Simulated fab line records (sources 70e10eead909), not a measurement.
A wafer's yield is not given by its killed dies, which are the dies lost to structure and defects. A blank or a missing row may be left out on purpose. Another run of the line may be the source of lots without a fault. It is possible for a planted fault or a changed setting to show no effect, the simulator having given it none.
A struck lot beside a sound one	flow nand_harc	21 steps out of a route of 1159
Sound: the wafers L851.1, L851.3, L851.5. Wafers L858.1, L858.4, L858.5 were the ones struck. The cause is named last.
Each step with rows lists, per side, the tool, then ch with its chambers, then its first start. Under that, the readings that differ: sound wafers	struck wafers	difference of the means	sigmas: that difference in standard deviations of wafers without a fault.
alike: readings with means less than 2 such deviations apart, plus words and numbers identical on both sides. not compared: withheld readings, readings lacking a value on some wafer, bounds such as >300 that could conceal the same value, and numbers that have no deviation in the record and whose values overlap.
A row with sigmas, a row that says differs or no value, or rows on one side alone: a step with any of these is where the two part. When numbers do not overlap yet have no deviation, they are printed without sigmas and do not part them. A reading that every wafer of one side lacks parts them only if that side has two wafers or more.

NHARC_A_BLC_CVD_24: deposits W, target thk 150 nm, time 434 s.
  sound on cvd_w-02 ch 0,1; struck on cvd_w-02 ch 0,1
  alike: heater_power_w, mfc_wf6_sccm, throttle_valve_pct
NHARC_A_BLC_CMP_25: polishes, t overpolish 30 s, target thk 150 nm.
  sound on cmp-04 ch 0,1,3, day 20 06:38; struck on cmp-04 ch 0,2,3, day 23 00:35
  alike: motor_current_A, overpolish_run_s, time_to_endpoint_s
next, for these wafers, 1 step has no rows: NHARC_A_BLC_SRD_27.
NHARC_A_BLC_INSPECT_28:
  sound on defect_inspect-01, day 20 06:59; struck on defect_inspect-02, day 23 00:59
reading	sound	struck	difference	sigmas
raw_defect_count	621 779 741	418 382 376	-322	-2
then, 7 steps without rows for these wafers: NHARC_A_M0_DEP_00 (deposits SiOC, target thk 150 nm); NHARC_A_M0_DEHYDRATE_01 (time 120 s); NHARC_A_M0_HMDS_02 (time 30 s); NHARC_A_M0_COAT_33 (time 65 s); NHARC_A_M0_COAT_03 (resist thk 90 nm); NHARC_A_M0_SOFTBAKE_04 (time 55 s); NHARC_A_M0_EBR_05.
NHARC_A_M0_EXPOSE_06: exposes mask A M0, target cd 80 nm.
  sound on arfi_scanner-02 ch 0, day 20 07:47; struck on arfi_scanner-02 ch 0, day 23 01:45
reading	sound	struck	difference	sigmas
exposure_dose_mJ_cm2	83.16 83.25 83.16	53.19 53.25 53.19	-29.98	-99 or more
  alike: mask
then, 2 steps without rows for these wafers: NHARC_A_M0_PEB_07 (peb time 65 s); NHARC_A_M0_DEVELOP_08 (develop time 35 s).
NHARC_A_M0_CD_MEAS_09: target cd 80 nm.
  sound on cd_sem-03 ch 0, day 20 07:56; struck on cd_sem-02 ch 0, day 23 01:53
reading	sound	struck	difference	sigmas
cd_nm (nm)	80.2 79.1 78.2	50.8 51.9 50.3	-28.2	-37
NHARC_A_M0_OVL_MEAS_10: pitch 160 nm.
  sound on overlay-02, day 20 08:01; struck on overlay-02, day 23 02:00
  alike: overlay_x_nm, overlay_y_nm
NHARC_A_M0_INSPECT_11:
  sound on defect_inspect-02, day 20 08:03; struck on defect_inspect-01, day 23 02:02
  alike: raw_defect_count
NHARC_A_M0_DESCUM_14: chemistry O2, time 3 s.
  sound on rie_diel-06 ch 0,1, day 20 08:07; struck on rie_diel-06 ch 0,1,2, day 23 02:06
reading	sound	struck	difference	sigmas
model.A_M0.cd_nm (nm)	79.18 78.56 77.92	50.14 51.49 50.29	-27.91	
  alike: drypump_motor_current_A, o2_flow_sccm, oes_product_au, rf_vpp_V, showerhead_plenum_p_Torr, throttle_valve_pct
  not compared: rf_hours_counter_h
NHARC_A_M0_ETCH_34: etches the open film in N2/H2, target depth 40 nm, overetch 12 nm, time 43.94 s.
  sound on rie_diel-06 ch 0,1,3, day 20 08:13; struck on rie_diel-06 ch 1,2,3, day 23 02:11
  alike: drypump_motor_current_A, oes_product_au, rf_vpp_V, showerhead_plenum_p_Torr, throttle_valve_pct
  not compared: rf_hours_counter_h
NHARC_A_M0_ETCH_15: etches the open film in C4F8/Ar, target depth 150 nm, overetch 15 nm, time 82.5 s.
  sound on rie_diel-06 ch 1,2,3; struck on rie_diel-06 ch 0,1
reading	sound	struck	difference	sigmas
oes_product_au (a.u.)	0.953 0.969 0.973	0.910 0.905 0.907	-0.058	-3
model.A_M0.cd_nm (nm)	79.17 78.57 77.46	50.49 51.16 50.2	-27.78	
  alike: rf_vpp_V
  not compared: rf_hours_counter_h
NHARC_A_M0_CD_MEAS_16:
  sound on cd_sem-03, day 20 08:25; struck on cd_sem-01, day 23 02:25
reading	sound	struck	difference	sigmas
cd_nm (nm)	79.5 78.7 77.5	50.3 51.1 50.3	-28.0	-30

## WHERE THEY PART
Earliest at NHARC_A_BLC_INSPECT_28; latest, in this record, at NHARC_A_M0_CD_MEAS_16.

WHY: what had been put in by the simulator
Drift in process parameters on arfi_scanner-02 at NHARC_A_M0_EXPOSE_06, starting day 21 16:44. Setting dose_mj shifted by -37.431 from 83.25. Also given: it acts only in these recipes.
